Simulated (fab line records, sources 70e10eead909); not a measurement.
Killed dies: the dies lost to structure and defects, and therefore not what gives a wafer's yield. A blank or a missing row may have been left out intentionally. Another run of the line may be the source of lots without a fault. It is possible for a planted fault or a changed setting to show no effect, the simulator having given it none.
A lot that was struck, set against a sound lot ; flow nand harc ; 14 steps out of a route of 1302
Sound: these wafers, L189.2, L189.4, L189.5. Struck: wafer L190.4. (L190.6 of the same lot was not struck and is left out.) The cause comes at the end.
Order at every step that has rows: each side's tool, ch and its chambers, its first start. Under that, the readings that differ: sound wafers ; struck wafers ; difference of the means ; sigmas: that difference in standard deviations of wafers without a fault.
alike: readings whose means differ by less than 2 such deviations, and words and numbers that are the same on both sides. not compared: withheld readings, readings that some wafer has no value for, bounds like >300 that may hide the same value, and numbers for which the record gives no deviation and whose values overlap.
The two part at a step that has a row with sigmas, a row that says differs or no value, or rows on one side only. When numbers do not overlap yet have no deviation, they are printed without sigmas and do not part them. A reading missing from all wafers of one side parts the sides only when that side holds two or more wafers.

first, 8 steps without rows for these wafers: NHARC_A_CHANNEL_HOLE_D1_COAT_36 (time 75 s); NHARC_A_CHANNEL_HOLE_D1_COAT_37 (time 65 s); NHARC_A_CHANNEL_HOLE_D1_COAT_04 (resist thk 90 nm); NHARC_A_CHANNEL_HOLE_D1_SOFTBAKE_05 (time 55 s); NHARC_A_CHANNEL_HOLE_D1_EBR_06; NHARC_A_CHANNEL_HOLE_D1_EXPOSE_07 (exposes mask HOLE D1, target cd 100 nm); NHARC_A_CHANNEL_HOLE_D1_PEB_08 (peb time 65 s); NHARC_A_CHANNEL_HOLE_D1_DEVELOP_09 (develop time 35 s).
NHARC_A_CHANNEL_HOLE_D1_CD_MEAS_10 targets a cd of 100 nm.
  sound on cd sem-03 ch 0, day 14 23:53; struck on cd sem-03 ch 0, day 15 10:04
reading;sound;struck;difference;sigmas
cd nm (nm);98.7 98.9 98.9;100.4;+1.6;+2
NHARC_A_CHANNEL_HOLE_D1_OVL_MEAS_11:
  struck on overlay-01, day 15 10:08; sound on overlay-01, day 14 23:58
reading;sound;struck;difference;sigmas
overlay x nm (nm);2.3 1.8 1.8;-0.6;-2.6;-3
  alike: overlay y nm
NHARC_A_CHANNEL_HOLE_D1_INSPECT_12:
  struck on defect inspect-02, day 15 10:11; sound on defect inspect-02, day 15 00:01
  alike: raw defect count
NHARC_A_CHANNEL_HOLE_D1_DESCUM_15: chemistry O2, time 3 s.
  sound on rie diel-07 ch 1,2, day 15 00:04; struck on rie diel-05 ch 2, day 15 10:16
reading;sound;struck;difference;sigmas
rf vpp V (V);58.8 59.5 58.4;56.3;-2.6;-3
  alike: drypump motor current A, o2 flow sccm, oes product au, showerhead plenum p Torr, throttle valve pct
  not compared: rf hours counter h
NHARC_A_CHANNEL_HOLE_D1_ETCH_38: etches the open film in CF4, target depth 39 nm, time 65 s.
  sound on rie diel-07 ch 1,2,3, day 15 00:16; struck on rie diel-05 ch 3, day 15 10:29
reading;sound;struck;difference;sigmas
run length s (s);86.5 85.7 86.6;67.3;-19.0;-46
  alike: drypump motor current A, oes product au, rf vpp V, showerhead plenum p Torr, throttle valve pct
  not compared: rf hours counter h
NHARC_A_CHANNEL_HOLE_D1_ETCH_39: etches the open film in N2/H2, target depth 260 nm, time 325 s.
  sound on rie diel-07 ch 1,3; struck on rie diel-05 ch 0
reading;sound;struck;difference;sigmas
oes product au (a.u.);1.028 0.995 1.035;0.991;-0.028;-2
  alike: drypump motor current A, rf vpp V, run length s, showerhead plenum p Torr, throttle valve pct
  not compared: rf hours counter h

== WHERE THEY PART ==
At NHARC_A_CHANNEL_HOLE_D1_CD_MEAS_10 first; at NHARC_A_CHANNEL_HOLE_D1_ETCH_39 last (within this record only).

WHY: whatever the simulator had introduced
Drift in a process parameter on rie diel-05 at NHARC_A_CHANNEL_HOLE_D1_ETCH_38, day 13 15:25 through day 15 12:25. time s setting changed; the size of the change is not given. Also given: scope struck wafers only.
